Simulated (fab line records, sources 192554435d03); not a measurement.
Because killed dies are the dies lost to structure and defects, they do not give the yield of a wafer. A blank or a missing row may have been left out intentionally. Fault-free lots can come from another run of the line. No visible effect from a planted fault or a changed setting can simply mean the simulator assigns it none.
Comparing a struck lot with a sound one    flow n5Finfet    18 out of 1938 route steps
Sound: the wafers L620.2, L620.3, L620.6. Struck: wafer L622.5 (L622.1, L622.4, from the same lot, were not struck and are left out); the cause is given at the end.
At each step with rows: each side's tool, then ch and its chambers, then its first start. Under that, the readings that differ: sound wafers    struck wafers    difference of the means    sigmas: that difference in standard deviations of wafers without a fault.
alike: readings whose means differ by less than 2 such deviations, and words and numbers that are the same on both sides. not compared: withheld readings, readings that some wafer has no value for, bounds like >300 that may hide the same value, and numbers for which the record gives no deviation and whose values overlap.
Wherever a step has rows on one side only, a row that says differs or no value, or a row with sigmas, the two part there. When numbers do not overlap yet have no deviation, they are printed without sigmas and do not part them. A reading that every wafer of one side lacks parts them only if that side has two wafers or more.

N5_BEOL_M11_THK_MEAS_53: measures by xrf.
  sound: filmMetro-02 at day 12 23:16; struck: filmMetro-01 at day 12 19:46
  alike: M11_THK
then, 1 step without rows for these wafers: N5_BEOL_M11_PRE_CLEAN_55 (time 15 s).
N5_BEOL_M11_DEP_56: deposits SiCN from 3MS/NH3, target thk 30 nm, time 10.5 s.
  sound on pecvd-01 ch 0,2, day 12 23:20; struck on pecvd-01 ch 0, day 12 19:50
  alike: showerheadPlenumPTorr, throttleValvePct
  not compared: sinceWetCleanH
N5_BEOL_M11_RS_MEAS_57: measures by four-point-probe.
  sound: filmMetro-02 at day 12 23:25; struck: filmMetro-02 at day 12 19:55
  alike: M11_RS
N5_BEOL_M11_INSPECT_58: inspects for defects (darkfield).
  sound: defectInspect-02 at day 12 23:26; struck: defectInspect-01 at day 12 19:57
reading         sound     struck  difference  sigmas
rawDefectCount  65 39 43  100     +51         +2
N5_BEOL_M12_ILD_DEP_00: deposits SiOC from DEMS/O2, target thk 658.92 nm, time 130.7 s.
  sound on pecvd-02 ch 0,2, day 12 23:28; struck on pecvd-04 ch 2, day 12 19:59
  alike: heaterPowerW, showerheadPlenumPTorr, susceptorTempC, throttleValvePct
  not compared: sinceWetCleanH
N5_BEOL_M12_THK_MEAS_01:
  sound: filmMetro-02 at day 12 23:37; struck: filmMetro-02 at day 12 20:07
  alike: M12_ILD_THK
then, 5 steps without rows for these wafers: N5_BEOL_M12_COAT_58 (time 60 s, resist thk 89 nm); N5_BEOL_M12_COAT_04 (resist thk 400 nm); N5_BEOL_M12_EBR_06; N5_BEOL_M12_SOFTBAKE_05 (time 60 s); N5_BEOL_M12_EXPOSE_07 (exposes mask V11).
N5_BEOL_M12_PEB_08: peb time 90 s.
  sound on lithoTrack-01 ch 0, day 12 23:47; struck on lithoTrack-04 ch 0, day 12 20:26
  alike: plateTempC, resistLineTempC
then, 2 steps without rows for these wafers: N5_BEOL_M12_DEVELOP_09 (develop time 45 s); N5_BEOL_M12_HARDBAKE_14 (time 120 s).
N5_BEOL_M12_CD_MEAS_10: target cd 140 nm.
  sound on cdSem-01 ch 0, day 12 23:55; struck on cdSem-03 ch 0, day 12 20:32
reading    sound              struck  difference  sigmas
cdNm (nm)  140.7 141.3 140.4  145.8   +5.0        +4
N5_BEOL_M12_OVL_MEAS_11:
  sound on overlay-01 ch 0, day 12 23:56; struck on overlay-01 ch 0, day 12 20:35
  alike: V11_OVL
-- record jumps: 2 days separate the struck wafers' starts on either side; left off in module BEOL_M12, taken up again in module PASSIVATION, whose first shown step is the route's number 1936 --
N5_PASSIVATION_PROBE_49:
  sound: prober-02 at day 14 17:42; struck: prober-02 at day 15 00:20
reading                sound    struck  difference  sigmas
killedOnRim            15 22    10      -8          -2
sort_bin_6_memory (%)  3.3 3.6  1.9     -1.6        -2
  alike: defectLimitedYield, killed_at_M0_to_M3, killed_at_M4_up, killedAtContacts, killedAtFrontEnd, killedAtOther, killedDies, killedOpen, killedShort, sort_bin_5_function, sortNPass, sortYieldPct

WHERE THEY PART
First at N5_BEOL_M11_INSPECT_58; last, within this record, at N5_PASSIVATION_PROBE_49.

WHY: whatever the simulator had introduced
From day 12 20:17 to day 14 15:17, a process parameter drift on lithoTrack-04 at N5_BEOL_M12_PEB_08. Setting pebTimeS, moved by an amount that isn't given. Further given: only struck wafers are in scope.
